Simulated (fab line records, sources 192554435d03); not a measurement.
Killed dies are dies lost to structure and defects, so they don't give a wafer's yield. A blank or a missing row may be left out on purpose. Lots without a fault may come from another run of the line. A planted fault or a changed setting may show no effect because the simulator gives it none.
fab line records | flow n5_finfet
record lots=13 wafers=33 last_day=17
route steps=1938 shown HKMG_FIN@409 PASSIVATION@1936
lots that met no fault: from a run of the same line without faults
start_h: hours from the record's first day to the start of the lot's first wafer shown | wait_h: hours since the lot's step before | " the same as in the row above | L1.1+2: a row that stands for several wafers | - no value, or no start given | * or withheld: withheld | < > ~ a bound
route shown NAME@n: a module of which the file shows steps, and the number in the route of the first | usual: mean/standard deviation of fault-free wafers | same: alike in all rows | chamber/n: place in a boat | sites: the reading at each site | _std_site: their standard deviation | _edge_site: outer sites' mean less inner sites' | radius_mm: how far each site lies from the wafer's centre | mask NAME#n: copy n | behind: the tool/chamber that last shaped the wafer | hold: why the lot was held/for how many hours/how that ended | device: the transistor (n, p or np) that didn't switch | end of line: the same wafers' tests at the end of the route | a step without rows: its recipe alone | killed: dies lost to structure and defects at the first sort, not the wafer's yield | map: a wafer's dies, x killed, . not, _ none there
set.NAME: the setting as run; set.NAME@STEP: as run at that earlier step | model.NAME: the simulator's own value behind a step, which no gauge read
steps of the route over a sample of lots; a table a step, a row a wafer
services: from which hour (start_h, from the record's first day; less than 0 if before it) a tool's chamber was out of use, for how many hours, and why
## steps
# step N5_HKMG_FIN_STRIP_60
# recipe chemistry=N2/H2 power_w=2500 temp_c=300 h2_frac=0.65 time_s=360 pressure_mtorr=withheld n2_flow_sccm=1750 h2_flow_sccm=3250
# usual drypump_motor_current_A=5.9/0.62 heater_power_w=540/40
# columns lot.wafer tool chamber start_h wait_h drypump_motor_current_A heater_power_w rf_hours_counter_h
L838.3 plasma_asher-02 0 90.88 0.1 6.8 559 -
L838.6 " 1 " " 5.9 459 -
L839.2 plasma_asher-01 0 99.57 0.0 5.1 563 40
L839.3 " 0 " " 5.0 565 -
L840.1 plasma_asher-02 1 105.81 0.0 5.9 459 92
L840.2 " 0 " " 6.8 581 92
L840.6 " 1 " " 5.9 459 -
L841.3 plasma_asher-01 1 108.06 0.1 6.4 533 -
L841.5 " 1 " " 6.4 539 -
L842.1 plasma_asher-01 0 116.18 0.0 5.1 574 44
L842.3 " 0 " " 5.1 551 -
L842.6 " 1 " " 6.3 543 -
L848.5 plasma_asher-01 0 150.71 0.3 5.1 572 -
L848.6 " 1 " " 6.4 545 -
L849.1 plasma_asher-01 0 156.18 0.0 5.1 569 53
L849.5 " 0 " " 5.1 571 -
L851.1 plasma_asher-01 0 170.55 0.0 5.1 576 55
L851.3 " 1 " " 6.4 542 -
L851.5 " 1 " " 6.4 540 -
L853.1 plasma_asher-01 0 179.09 0.0 5.1 575 57
L853.2 " 1 " " 6.3 535 57
L854.2 plasma_asher-02 0 184.59 0.0 6.7 581 108
L854.3 " 0 " " 6.7 580 -
L854.4 " 1 " " 5.9 452 -
L856.2 plasma_asher-01 1 199.07 0.0 6.4 546 61
L856.5 " 1 " " 6.4 546 -
L856.6 " 0 " " 5.1 564 -
L857.4 plasma_asher-02 0 207.24 0.1 6.7 562 -
L857.5 " 0 " " 6.7 569 -
L857.6 " 1 " " 5.9 468 -
L858.2 plasma_asher-01 0 215.26 0.0 5.1 576 63
L858.4 " 0 " " 5.1 569 -
L858.6 " 0 " " 5.1 565 -
# step N5_HKMG_FIN_WET_ETCH_82
# recipe chemistry=dHCl mix=1:10000 temp_c=25 target=La2O3 stop_on=HfO2 target_depth_nm=2 dry=ipa_marangoni rinse_time_s=30 rinse_temp_c=23
# columns lot.wafer tool chamber start_h wait_h
L838.3+6 wet_bench-02 1,6 91.95 0.0
L839.2+3 wet_bench-02 7,2 100.87 0.0
L840.1+2+6 wet_bench-02 5,6,4 107.12 0.0
L841.3+5 wet_bench-04 0,4 109.36 0.0
L842.1+3+6 wet_bench-02 5,3,6 117.39 0.0
L848.5+6 wet_bench-06 4,5 151.66 0.0
L849.1+5 wet_bench-06 3,1 157.47 0.0
L851.1+3+5 wet_bench-06 7,5,6 171.74 0.0
L853.1+2 wet_bench-02 5,0 180.27 0.0
L854.2+3+4 wet_bench-06 0,7,3 185.79 0.0
L856.2+5+6 wet_bench-04 6,7,3 200.42 0.0
L857.4+5+6 wet_bench-06 2,6,0 208.50 0.0
L858.2+4+6 wet_bench-06 6,7,4 216.56 0.0
# step N5_HKMG_FIN_PWFM_ALD_03
# recipe material=TiN target_thk_a=20 temp_c=400 ald_precursor_family=TiCl4 ald_co_reactant=NH3 pulse_time_s=1 purge_time_s=3 co_reactant_purge_time_s=2 co_reactant_pulse_time_s=2 ald_cycles=91 pressure_torr=3
# usual chamber_pressure_Torr=3.000/0.0068 heater_power_w=855/93 precursor_pulse_height_rel=1.000/0.018
# same pulse_time_s=1
# columns lot.wafer tool chamber start_h wait_h chamber_pressure_Torr heater_power_w precursor_pulse_height_rel
L838.3 ald_metal-03 1 92.33 0.0 2.997 906 1.000
L838.6 " 2 " " 2.991 785 0.993
L839.2 ald_metal-02 0 101.25 0.0 3.012 939 0.985
L839.3 " 3 " " 3.007 944 1.022
L840.1 ald_metal-04 0 107.50 0.0 3.014 713 1.004
L840.2 " 1 " " 2.998 751 0.997
L840.6 " 0 " " 3.009 733 1.009
L841.3 ald_metal-02 2 109.73 0.0 2.992 798 1.012
L841.5 " 0 " " 2.996 934 0.984
L842.1 ald_metal-04 3 117.77 0.0 2.991 866 0.985
L842.3 " 0 " " 3.003 708 0.983
L842.6 " 1 " " 3.008 733 1.028
L848.5 ald_metal-02 1 152.27 0.3 2.997 857 1.031
L848.6 " 2 " " 3.002 772 1.036
L849.1 ald_metal-03 2 157.85 0.0 3.005 779 0.992
L849.5 " 2 " " 2.998 758 0.977
L851.1 ald_metal-02 0 172.11 0.0 3.003 923 1.026
L851.3 " 3 " " 3.014 966 0.995
L851.5 " 0 " " 3.009 921 1.020
L853.1 ald_metal-03 0 180.65 0.0 3.002 1037 1.011
L853.2 " 2 " " 3.004 772 0.992
L854.2 ald_metal-03 3 186.16 0.0 2.992 879 0.991
L854.3 " 1 " " 3.003 898 1.004
L854.4 " 2 " " 2.995 794 0.982
L856.2 ald_metal-02 3 200.80 0.0 3.006 958 1.015
L856.5 " 3 " " 3.006 969 0.997
L856.6 " 0 " " 3.001 903 1.007
L857.4 ald_metal-04 0 208.88 0.0 3.001 705 0.976
L857.5 " 1 " " 2.994 734 0.988
L857.6 " 0 " " 3.003 712 0.986
L858.2 ald_metal-03 0 216.93 0.0 3.001 1037 1.028
L858.4 " 2 " " 2.995 784 0.987
L858.6 " 0 " " 2.994 1029 0.983
# step N5_HKMG_FIN_INSPECT_14
# recipe mode=adi inspect_instrument=macro
# usual raw_defect_count=1.9/1.6
# columns lot.wafer tool chamber start_h wait_h raw_defect_count
L838.3 defect_inspect-02 - 93.22 0.0 4
L838.6 " - " " 0
L839.2 defect_inspect-01 - 102.02 0.0 0
L839.3 " - " " 5
L840.1 defect_inspect-01 - 108.39 0.0 >300
L840.2 " - " " >300
L840.6 " - " " >300
L841.3 defect_inspect-01 - 110.63 0.0 2
L841.5 " - " " 1
L842.1 defect_inspect-01 - 118.53 0.0 >300
L842.3 " - " " >300
L842.6 " - " " >300
L848.5 defect_inspect-02 - 152.95 0.0 7
L848.6 " - " " 2
L849.1 defect_inspect-02 - 158.74 0.0 4
L849.5 " - " " 1
L851.1 defect_inspect-01 - 173.00 0.0 2
L851.3 " - " " 0
L851.5 " - " " 0
L853.1 defect_inspect-02 - 181.54 0.0 1
L853.2 " - " " 2
L854.2 defect_inspect-02 - 187.05 0.0 2
L854.3 " - " " 1
L854.4 " - " " 0
L856.2 defect_inspect-01 - 201.69 0.0 6
L856.5 " - " " 0
L856.6 " - " " 1
L857.4 defect_inspect-02 - 209.77 0.0 2
L857.5 " - " " 1
L857.6 " - " " 1
L858.2 defect_inspect-02 - 217.82 0.0 1
L858.4 " - " " 3
L858.6 " - " " 4
# step N5_HKMG_FIN_ALD_91
# recipe material=TiN target_thk_a=10 temp_c=400 ald_precursor_family=TiCl4 ald_co_reactant=NH3 pulse_time_s=1 purge_time_s=3 co_reactant_purge_time_s=2 co_reactant_pulse_time_s=2 ald_cycles=47 pressure_torr=3
# usual chamber_pressure_Torr=3.000/0.0065 heater_power_w=866/95 precursor_pulse_height_rel=1.000/0.021
# same pulse_time_s=1
# columns lot.wafer tool chamber start_h wait_h chamber_pressure_Torr heater_power_w precursor_pulse_height_rel
L838.3 ald_metal-02 1 94.23 0.1 2.982 824 1.013
L838.6 " 1 " " 2.994 826 0.990
L839.2 ald_metal-02 2 103.07 0.3 2.999 773 1.000
L839.3 " 1 " " 2.998 846 1.010
L840.1 ald_metal-04 3 109.40 0.3 3.002 858 1.010
L840.2 " 2 " " 3.009 845 0.995
L840.6 " 0 " " 3.000 715 0.959
L841.3 ald_metal-03 3 111.64 0.1 3.003 875 0.952
L841.5 " 1 " " 3.003 937 1.007
L842.1 ald_metal-03 2 119.62 0.3 2.997 786 1.038
L842.3 " 0 " " 2.988 1057 1.036
L842.6 " 1 " " 3.004 908 1.013
L848.5 ald_metal-03 1 154.09 0.1 3.005 897 0.973
L848.6 " 2 " " 3.009 774 1.014
L849.1 ald_metal-04 0 160.00 0.3 2.994 713 0.983
L849.5 " 2 " " 2.995 855 0.977
L851.1 ald_metal-02 2 174.03 0.3 2.999 787 1.010
L851.3 " 3 " " 3.004 951 0.977
L851.5 " 0 " " 3.005 933 1.026
L853.1 ald_metal-03 0 182.56 0.3 3.005 1037 0.967
L853.2 " 2 " " 3.008 770 0.984
L854.2 ald_metal-02 0 188.08 0.3 2.998 919 0.992
L854.3 " 2 " " 3.005 783 0.979
L854.4 " 3 " " 2.993 951 1.013
L856.2 ald_metal-03 3 202.71 0.3 2.995 870 0.965
L856.5 " 1 " " 2.997 923 0.997
L856.6 " 0 " " 3.004 1047 0.985
L857.4 ald_metal-02 2 211.03 0.3 2.997 786 0.986
L857.5 " 3 " " 3.000 965 1.015
L857.6 " 0 " " 3.009 938 0.985
L858.2 ald_metal-03 2 218.84 0.3 3.002 759 0.956
L858.4 " 3 " " 3.003 866 0.995
L858.6 " 2 " " 3.008 790 1.007
# step N5_PASSIVATION_PROBE_49
# usual killed_at_M0_to_M3=32/9.3 killed_at_M4_up=14/4.9 killed_at_contacts=15/7.5 killed_at_front_end=40/11 killed_at_other=4/3.3 killed_dies=104/17 killed_open=68/14 killed_short=33/7.9
# same gross_dies=1180 killed_at_back_side=0
# columns lot.wafer tool chamber start_h wait_h killed_at_M0_to_M3 killed_at_M4_up killed_at_contacts killed_at_front_end killed_at_other killed_dies killed_open killed_short
L840.1 prober-01 - 297.45 0.0 21 11 18 159 0 209 56 18
L840.2 prober-01 - 297.50 0.1 43 18 25 103 0 189 100 37
L840.6 prober-01 - 297.70 0.3 38 8 8 171 1 226 60 29
L842.1 prober-01 - 304.47 0.0 23 18 3 155 6 205 44 25
L842.3 prober-01 - 304.57 0.1 13 14 7 152 7 193 60 13
L842.6 prober-01 - 304.72 0.3 15 27 10 58 4 114 47 21
# killed by level:class
L840.1 HKMG_FIN:unspecified=134 MOL_CONTACT_COAG:geometric_particle:open=16 BEOL_M0_SAQP:geometric_particle:open=7 FIN_SAQP:geometric_particle:open=7 STI_FIN_REVEAL:geometric_particle:open=6 BEOL_M4:geometric_particle:open=5 FIN_SAQP:geometric_particle:short=4 DUMMY_GATE:geometric_particle:open=4
L840.2 HKMG_FIN:unspecified=50 MOL_CONTACT_COAG:geometric_particle:open=22 FIN_SAQP:geometric_particle:open=12 FIN_SAQP:geometric_particle:short=11 BEOL_M0_SAQP:geometric_particle:open=10 BEOL_M1:geometric_particle:open=10 STI_FIN_REVEAL:geometric_particle:open=9 BEOL_M3:geometric_particle:open=7
L840.6 HKMG_FIN:unspecified=123 HKMG_FIN:area_etch=14 FIN_SAQP:geometric_particle:open=11 BEOL_M0_SAQP:geometric_particle:open=10 BEOL_M0_SAQP:geometric_particle:short=9 MOL_CONTACT_COAG:geometric_particle:open=7 DUMMY_GATE:geometric_particle:open=6 BEOL_M3:geometric_particle:open=6
L842.1 HKMG_FIN:unspecified=130 BEOL_M4:geometric_particle:open=7 STI_FIN_REVEAL:geometric_particle:open=5 BEOL_M0_SAQP:geometric_particle:short=5 BEOL_M2:geometric_particle:open=5 DUMMY_GATE:geometric_particle:open=4 BEOL_M1:geometric_particle:open=4 BEOL_M1:geometric_particle:short=4
L842.3 HKMG_FIN:unspecified=114 STI_FIN_REVEAL:geometric_particle:open=11 MOL_CONTACT_COAG:geometric_particle:open=7 BEOL_M4:geometric_particle:open=6 HKMG_FIN:area_etch=6 BEOL_M1:geometric_particle:open=5 STARTING-WAFER:geometric_particle:open=5 DUMMY_GATE:geometric_particle:open=4
L842.6 HKMG_FIN:unspecified=44 BEOL_M4:geometric_particle:open=16 BEOL_M5:geometric_particle:open=6 MOL_CONTACT_COAG:geometric_particle:open=5 MOL_CONTACT_COAG:geometric_particle:short=5 BEOL_M4:geometric_particle:short=5 DUMMY_GATE:geometric_particle:open=4 BEOL_M0_SAQP:geometric_particle:short=4
## services
# columns tool chamber start_h hours kind
ald_metal-04 - 99.07 6.0 pm
ald_metal-02 - 115.13 2.8 pm
plasma_asher-02 - 149.07 2.7 pm
ald_metal-02 0 152.00 9.9 repair
wet_bench-04 - 154.90 1.5 repair
ald_metal-02 1 158.25 28.4 repair
ald_metal-03 - 198.21 2.6 repair
## key
first_sign step=N5_HKMG_FIN_INSPECT_14 reading=raw_defect_count direction=up sigmas=99+ usual=1.9 struck=>300
effect step=N5_PASSIVATION_PROBE_49 reading=killed_at_front_end direction=up sigmas=8.3 usual=40 struck=133
more_kills_born_at N5_HKMG_FIN_WET_ETCH_82@wet_bench-02=595
met_at N5_HKMG_FIN_WET_ETCH_82
struck_lots L840,L842
tester_left_out L840,L842
baseline_loss step=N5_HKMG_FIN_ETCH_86 wafers=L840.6
not_acting_at N5_HKMG_FIN_STRIP_60,N5_HKMG_FIN_PWFM_ALD_03,N5_HKMG_FIN_ALD_91
onset_between 100.87 107.12
fault kind=chamber_particle_source tool=wet_bench-02 chamber=- onset_h=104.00 steps=N5_HKMG_FIN_WET_ETCH_82 rate_per_visit_cm2=1.1326 end_h=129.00
# tester_left_out: of these lots the tester's yield and bins aren't shown, on N5 and GAA mostly nor the transistor test; their killed dies are dies lost to structure and defects alone, not to doping, threshold or leakage, so they don't give the yield
# baseline_loss: these wafers lose ten dies or more at that step, a loss of the line's own and not of a fault; the sort's usual values leave them out
